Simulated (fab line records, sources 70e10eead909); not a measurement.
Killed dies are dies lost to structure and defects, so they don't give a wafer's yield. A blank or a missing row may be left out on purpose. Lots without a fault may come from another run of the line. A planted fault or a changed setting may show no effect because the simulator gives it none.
Chamber matching | flow nand_harc | NHARC_A_WL_FILL_ALD_00 on ald_hk-04: 4 sister chambers
The step deposits Al2O3, target thk 3 nm, pulse time 3 s, ald cycles 30. 8 wafers are shown with their chamber, then 8 later ones without.

WAFERS WITH THEIR CHAMBER
wafer  | chamber | heater_power_w (W) | precursor_pulse_height_rel
L078.5 | 1       | 514                | 1.014
L080.2 | 2       | 402                | 1.009
L080.4 | 3       | 382                | 1.037
L080.5 | 0       | 411                | 0.958
L083.2 | 1       | 551                | 0.995
L083.3 | 0       | 402                | 0.984
L083.5 | 2       | 403                | 0.997
L086.2 | 3       | 391                | 0.957

WAFERS WITHOUT THEIR CHAMBER
wafer  | heater_power_w (W) | precursor_pulse_height_rel
L086.4 | 415                | 1.040
L086.6 | 383                | 1.015
L087.1 | 399                | 0.974
L087.2 | 524                | 0.996
L087.6 | 402                | 0.991
L096.4 | 511                | 0.998
L096.5 | 502                | 1.039
L096.6 | 391                | 0.979

WHICH CHAMBER EACH WENT THROUGH
wafer  | from the rows above          | in truth
L086.4 | can't be placed: 2 or 0 or 3 | 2
L086.6 | can't be placed: 3 or 2 or 0 | 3
L087.1 | can't be placed: 0 or 2 or 3 | 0
L087.2 | 1                            | 1
L087.6 | can't be placed: 2 or 0 or 3 | 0
L096.4 | 1                            | 1
L096.5 | 1                            | 1
L096.6 | can't be placed: 3 or 2 or 0 | 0
Placed correctly: 3 of 8. Can't be placed from these rows: 5 (the true chamber is among the candidates in 5). Placed wrongly: 0.
How it was worked out, from the rows above alone: a wafer's distance from a chamber is the root of the sum, over the readings, of the square of ((its reading less the chamber's mean) divided by the reading's scatter). The wafer belongs to the nearest chamber; if the next one is less than 2 further off, it can't be placed. A chamber's mean is the mean of its shown wafers. The scatter: the root of (the sum of the squares of (reading less its chamber's mean) over the shown wafers, divided by (wafers less chambers)).
